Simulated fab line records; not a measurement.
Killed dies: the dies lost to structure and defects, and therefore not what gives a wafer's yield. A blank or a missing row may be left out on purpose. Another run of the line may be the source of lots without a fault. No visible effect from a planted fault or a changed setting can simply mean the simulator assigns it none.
Chamber matching :: flow n5-finfet :: 3 sister chambers for N5_SD_EPI_N_ETCH_45 on rie-diel-01
The step etches SiOCN in CH3F/O2, target depth 6 nm. 3 wafers are shown with their chamber, then 8 later ones without.

== WAFERS WITH THEIR CHAMBER ==
wafer: L083.6
chamber: 0
throttle-valve-pct (%): 22.94

wafer: L087.6
chamber: 3
throttle-valve-pct (%): 23.40

wafer: L089.1
chamber: 2
throttle-valve-pct (%): 23.62

== WAFERS WITH NO CHAMBER GIVEN ==
wafer: L089.3
throttle-valve-pct (%): 22.98

wafer: L089.5
throttle-valve-pct (%): 23.65

wafer: L092.1
throttle-valve-pct (%): 23.00

wafer: L092.2
throttle-valve-pct (%): 23.64

wafer: L092.6
throttle-valve-pct (%): 22.99

wafer: L094.1
throttle-valve-pct (%): 23.66

wafer: L094.5
throttle-valve-pct (%): 23.01

wafer: L094.6
throttle-valve-pct (%): 23.40

== WHICH CHAMBER EACH WENT THROUGH ==
wafer: L089.3
from the rows above: 0
in truth: 0

wafer: L089.5
from the rows above: 2
in truth: 2

wafer: L092.1
from the rows above: 0
in truth: 0

wafer: L092.2
from the rows above: 2
in truth: 2

wafer: L092.6
from the rows above: 0
in truth: 0

wafer: L094.1
from the rows above: 2
in truth: 2

wafer: L094.5
from the rows above: 0
in truth: 0

wafer: L094.6
from the rows above: 3
in truth: 3
Correctly placed: 8 of 8. Number that these rows cannot place: 0. Number placed wrongly: 0.
How it was worked out, from the rows above alone: a wafer's distance from a chamber is the root of the sum, over the readings, of the square of ((its reading less the chamber's mean) divided by the reading's scatter). The wafer belongs to the nearest chamber; if the next one is less than 2 further off, it can't be placed. The mean given for a chamber averages the wafers shown for that chamber. The scatter (one wafer shown for each chamber): square how far every hidden wafer sits from the nearest shown wafer, average those squares and take the square root.
